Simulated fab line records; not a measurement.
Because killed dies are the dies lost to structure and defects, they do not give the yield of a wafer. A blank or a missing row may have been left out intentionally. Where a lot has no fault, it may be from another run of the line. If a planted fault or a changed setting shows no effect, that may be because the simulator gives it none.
A struck lot beside a sound one :: flow n5 finfet :: 12 steps out of a route of 1938
Sound: wafers L378.3, L378.4, L378.6. Struck: wafer L384.4 (L384.1, L384.6, from the same lot, were not struck and are left out); the cause is given at the end.
Per side, at each step with rows, come the tool, then ch with its chambers, and then its first start. Under that, the readings that differ: sound wafers :: struck wafers :: difference of the means :: sigmas: that difference in standard deviations of wafers without a fault.
alike: words and numbers the same on both sides, and readings whose means are apart by under 2 such deviations; not compared: readings that were withheld, readings missing a value for some wafer, numbers with overlapping values and no deviation given by the record, and bounds like >300 which may hide the same value.
A row with sigmas, a row that says differs or no value, or rows on one side alone: a step with any of these is where the two part. Numbers that have no deviation but don't overlap get no sigmas and don't part them. A reading missing from all wafers of one side parts the sides only when that side holds two or more wafers.

first, 9 steps without rows for these wafers: N5_GATE_CUT_EXPOSE_10 (exposes mask GATE CUT, target cd 20 nm); N5_GATE_CUT_PEB_11 (peb time 60 s); N5_GATE_CUT_DEVELOP_12 (develop time 30 s); N5_GATE_CUT_DESCUM_18 (chemistry O2, time 7 s); N5_GATE_CUT_ETCH_28 (etches underlayer in N2/H2, target depth 13 nm, time 10.4 s); N5_GATE_CUT_ETCH_36 (etches SiARC in CF4, target depth 13 nm, time 21.7 s); N5_GATE_CUT_ETCH_37 (etches SOC in N2/H2, target depth 60 nm, overetch 12 nm, time 90 s); N5_GATE_CUT_STRIP_38 (strips in N2/H2); N5_GATE_CUT_STRIP_39 (strips in N2/H2).
N5_GATE_CUT_HM_OPEN_40: chemistry C4F6/O2, target SiO2, target depth 139 nm, time 85.1 s.
  sound on rie diel-01 ch 1,2, day 6 13:35; struck on rie diel-01 ch 3, day 8 01:41
reading: etch rf on time s (s)
sound: 93.5 92.8 93.2
struck: 71.7
difference: -21.5
sigmas: -10

reading: rf vpp V (V)
sound: 653 676 675
struck: 644
difference: -24
sigmas: -2
  alike: chamber pressure mTorr, drypump motor current A, oes product au, rf fwd power W, showerhead plenum p Torr, throttle valve pct
  not compared: rf hours counter h
then, 1 step without rows for these wafers: N5_GATE_CUT_STRIP_41 (strips in CF4).
-- here the record skips 3 days between the struck wafers' starts before and after, leaving off in module GATE_CUT and picking up in module BEOL_M4 (first step shown: number 1111 of the route) --
N5_BEOL_M4_RC_MEAS_101:
  sound on prober-01 ch 0, day 9 12:32; struck on prober-01 ch 0, day 11 04:42
  alike: DIBL_N, DIBL_P, IOFF_N, IOFF_P, ION_N, ION_P, SS_N, SS_P, VT_N, VT_P

WHERE THEY PART
Only at N5_GATE_CUT_HM_OPEN_40, within this record. Later steps at which nothing parts them and some readings are alike: N5_BEOL_M4_RC_MEAS_101.

WHY: the cause the simulator had injected
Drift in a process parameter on rie diel-01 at N5_GATE_CUT_HM_OPEN_40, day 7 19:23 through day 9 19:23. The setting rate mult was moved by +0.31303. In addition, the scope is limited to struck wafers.
